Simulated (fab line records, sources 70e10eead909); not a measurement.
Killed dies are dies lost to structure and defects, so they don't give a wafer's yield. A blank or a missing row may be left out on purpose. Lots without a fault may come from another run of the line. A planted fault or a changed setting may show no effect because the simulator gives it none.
Chamber matching | flow nand_harc | NHARC_A_CONTACT_ETCH_96 on rie_diel-13: 4 sister chambers
The step etches the open film in C4F6/O2, target depth 20 nm, time 10 s. 14 wafers are shown with their chamber, then 6 later ones without.

WAFERS WITH THEIR CHAMBER
wafer  | chamber | showerhead_plenum_p_Torr (Torr) | drypump_motor_current_A (A) | rf_vpp_V (V)
L280.1 | 3       | 4.06                            | 6.2                         | 550.6
L280.3 | 0       | 3.93                            | 5.6                         | 546.6
L280.6 | 0       | 3.92                            | 5.6                         | 546.2
L278.1 | 0       | 3.92                            | 5.6                         | 546.5
L278.3 | 2       | 3.74                            | 6.0                         | 542.6
L278.6 | 2       | 3.74                            | 6.0                         | 544.4
L279.3 | 3       | 4.06                            | 6.2                         | 549.7
L279.4 | 1       | 3.98                            | 5.2                         | 549.0
L279.5 | 2       | 3.74                            | 6.0                         | 543.0
L282.1 | 1       | 3.98                            | 5.2                         | 548.5
L282.3 | 2       | 3.74                            | 6.1                         | 542.7
L282.5 | 0       | 3.92                            | 5.6                         | 546.4
L281.3 | 1       | 3.98                            | 5.2                         | 547.5
L281.5 | 2       | 3.74                            | 6.1                         | 542.9

SIGNATURES (means of the wafers above)
reading                  | chamber 0 | chamber 1 | chamber 2 | chamber 3 | scatter within a chamber
showerhead_plenum_p_Torr | 3.9225    | 3.9800    | 3.7400    | 4.0600    | 0.00274
drypump_motor_current_A  | 5.600     | 5.200     | 6.040     | 6.200     | 0.0346
rf_vpp_V                 | 546.425   | 548.333   | 543.120   | 550.150   | 0.617
Rule: a wafer's distance from a chamber is the root of the sum, over the readings, of the square of ((its reading less the chamber's mean) divided by the reading's scatter). The wafer belongs to the nearest chamber; if the next one is less than 2 further off, it can't be placed. The scatter: the root of (the sum of the squares of (reading less its chamber's mean) over the shown wafers, divided by (wafers less chambers)).

WAFERS WITHOUT THEIR CHAMBER
wafer  | showerhead_plenum_p_Torr (Torr) | drypump_motor_current_A (A) | rf_vpp_V (V)
L281.6 | 4.06                            | 6.2                         | 548.8
L286.3 | 3.98                            | 5.2                         | 548.0
L286.5 | 3.73                            | 6.0                         | 542.5
L286.6 | 4.05                            | 6.2                         | 549.5
L285.5 | 4.05                            | 6.2                         | 550.1
L290.2 | 3.92                            | 5.6                         | 545.5

WHICH CHAMBER EACH WENT THROUGH
wafer  | from the rows above | in truth
L281.6 | 3                   | 3
L286.3 | 1                   | 1
L286.5 | 2                   | 2
L286.6 | 3                   | 3
L285.5 | 3                   | 3
L290.2 | 0                   | 0
Placed correctly: 6 of 6. Can't be placed from these rows: 0. Placed wrongly: 0.
